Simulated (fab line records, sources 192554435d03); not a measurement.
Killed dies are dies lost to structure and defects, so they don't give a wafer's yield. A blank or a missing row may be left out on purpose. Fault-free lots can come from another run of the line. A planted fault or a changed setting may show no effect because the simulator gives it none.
Split-lot trial / flow n5_finfet / on a route of 1938 steps: 7 lots, 21 wafers read

== THE SPLIT ==
At N5_BEOL_M10_ILD_DEP_00 (deposits SiCOH lowk from DEMS/porogen, target thk 308.51 nm, time 58 s), the setting time_s was moved away from the recipe's 58 s on 11 of the 21 wafers read, by -10.8% to +6.9%. This setting was run at the recipe's value on the other wafers.

== FROM THE SPLIT TO THE READING: what the file shows between them, 1 step ==
- N5_BEOL_M10_CURE_71: cures SiCOH lowk, time 240 s

== THE READING ==
M10_ILD_THK at N5_BEOL_M10_THK_MEAS_01, in nm. A value of 269 nm with a standard deviation of 3.4 nm is what fault-free wafers of this fab line usually give.

wafer=L076.1; tool, chamber at the split=pecvd-02, 2; time_s as run, s=55.4; against the recipe=-4.5%; M10_ILD_THK, nm=251; against lot-mates on the recipe=no lot-mate on the recipe
wafer=L076.4; tool, chamber at the split=pecvd-02, 1; time_s as run, s=55.4; against the recipe=-4.5%; M10_ILD_THK, nm=262; against lot-mates on the recipe=no lot-mate on the recipe
wafer=L076.5; tool, chamber at the split=pecvd-02, 2; time_s as run, s=55.4; against the recipe=-4.5%; M10_ILD_THK, nm=258; against lot-mates on the recipe=no lot-mate on the recipe
wafer=L077.1; tool, chamber at the split=pecvd-02, 0; time_s as run, s=58; against the recipe=recipe; M10_ILD_THK, nm=264; against lot-mates on the recipe=-
wafer=L077.2; tool, chamber at the split=pecvd-02, 1; time_s as run, s=53.45; against the recipe=-7.8%; M10_ILD_THK, nm=245; against lot-mates on the recipe=-19
wafer=L077.4; tool, chamber at the split=pecvd-02, 1; time_s as run, s=53.45; against the recipe=-7.8%; M10_ILD_THK, nm=249; against lot-mates on the recipe=-15
wafer=L079.3; tool, chamber at the split=pecvd-01, 2; time_s as run, s=52.05; against the recipe=-10.3%; M10_ILD_THK, nm=240; against lot-mates on the recipe=-28
wafer=L079.4; tool, chamber at the split=pecvd-01, 0; time_s as run, s=52.05; against the recipe=-10.3%; M10_ILD_THK, nm=240; against lot-mates on the recipe=-28
wafer=L079.5; tool, chamber at the split=pecvd-01, 0; time_s as run, s=58; against the recipe=recipe; M10_ILD_THK, nm=268; against lot-mates on the recipe=-
wafer=L089.2; tool, chamber at the split=pecvd-01, 1; time_s as run, s=62.03; against the recipe=+6.9%; M10_ILD_THK, nm=285; against lot-mates on the recipe=+13
wafer=L089.3; tool, chamber at the split=pecvd-01, 0; time_s as run, s=62.03; against the recipe=+6.9%; M10_ILD_THK, nm=286; against lot-mates on the recipe=+14
wafer=L089.6; tool, chamber at the split=pecvd-01, 0; time_s as run, s=58; against the recipe=recipe; M10_ILD_THK, nm=272; against lot-mates on the recipe=-
wafer=L091.3; tool, chamber at the split=pecvd-04, 2; time_s as run, s=58; against the recipe=recipe; M10_ILD_THK, nm=272; against lot-mates on the recipe=-
wafer=L091.5; tool, chamber at the split=pecvd-04, 1; time_s as run, s=58; against the recipe=recipe; M10_ILD_THK, nm=270; against lot-mates on the recipe=-
wafer=L091.6; tool, chamber at the split=pecvd-04, 2; time_s as run, s=58; against the recipe=recipe; M10_ILD_THK, nm=269; against lot-mates on the recipe=-
wafer=L090.1; tool, chamber at the split=pecvd-02, 1; time_s as run, s=58; against the recipe=recipe; M10_ILD_THK, nm=265; against lot-mates on the recipe=-
wafer=L090.4; tool, chamber at the split=pecvd-02, 2; time_s as run, s=58; against the recipe=recipe; M10_ILD_THK, nm=269; against lot-mates on the recipe=-
wafer=L090.5; tool, chamber at the split=pecvd-02, 2; time_s as run, s=60.96; against the recipe=+5.1%; M10_ILD_THK, nm=283; against lot-mates on the recipe=+16
wafer=L093.1; tool, chamber at the split=pecvd-01, 1; time_s as run, s=58; against the recipe=recipe; M10_ILD_THK, nm=261; against lot-mates on the recipe=-
wafer=L093.2; tool, chamber at the split=pecvd-01, 2; time_s as run, s=58; against the recipe=recipe; M10_ILD_THK, nm=267; against lot-mates on the recipe=-
wafer=L093.3; tool, chamber at the split=pecvd-01, 0; time_s as run, s=51.74; against the recipe=-10.8%; M10_ILD_THK, nm=237; against lot-mates on the recipe=-27

FIT RESULTS
A straight line over all 21 wafers: M10_ILD_THK changes by +2.68 nm for each +1% of time_s; r = +0.98; the points scatter about the line by 3.2 nm.
The same after taking each lot's own level away (the mean of its wafers on the recipe; 18 wafers): +2.43 nm for each +1%; r = +0.98; scatter 2.5 nm.
That fit puts the effect of the largest move of time_s on the reading at 26 nm.
The lots' own levels span 264.0 to 272.0 nm, that is 2.4 times the standard deviation above.
So the lot-to-lot level changes the slope: the two fits differ.
Check: with one of the wafers moved furthest among these (-10.8%) left out of the fit, the line predicts -26.5 nm for it against its lot-mates. It came out at -27 nm against them.

== THESE WAFERS: OTHER SPLITS ==
Before the reading, these wafers also passed through other splits. Each is held against what the fit with the lots' levels taken away leaves over:
other split on the same wafers=N5_BEOL_M8_DESCUM_16 time_s; wafers away from the commonest value=6; r with M10_ILD_THK (lot level and that fit taken away)=+0.36
other split on the same wafers=N5_BEOL_M9_ILD_DEP_00 time_s; wafers away from the commonest value=8; r with M10_ILD_THK (lot level and that fit taken away)=+0.24

== THE WHOLE CHAIN: every reading that the file lists as answering this split, in the file's order ==
step=N5_BEOL_M10_ILD_DEP_00; what it does=deposits SiCOH lowk from DEMS/porogen, target thk 308.51 nm, time 58 s; reading=SiCOH_lowk_of_BEOL_M10_ILD_DEP_00.thk_nm (the simulator's own value, which no gauge read); change (the file's fit)=+2.81 nm for each +1% of the setting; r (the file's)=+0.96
step=N5_BEOL_M10_CURE_71; what it does=cures SiCOH lowk, time 240 s; reading=SiCOH_lowk_of_BEOL_M10_ILD_DEP_00.thk_nm (the simulator's own value, which no gauge read); change (the file's fit)=+2.48 nm for each +1% of the setting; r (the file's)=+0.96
step=N5_BEOL_M10_THK_MEAS_01; what it does=; reading=M10_ILD_THK; change (the file's fit)=+2.48 for each +1% of the setting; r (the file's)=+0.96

== THE FILE'S OWN FIT ==
M10_ILD_THK changes by +2.48 nm for each +1% of time_s, r = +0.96.
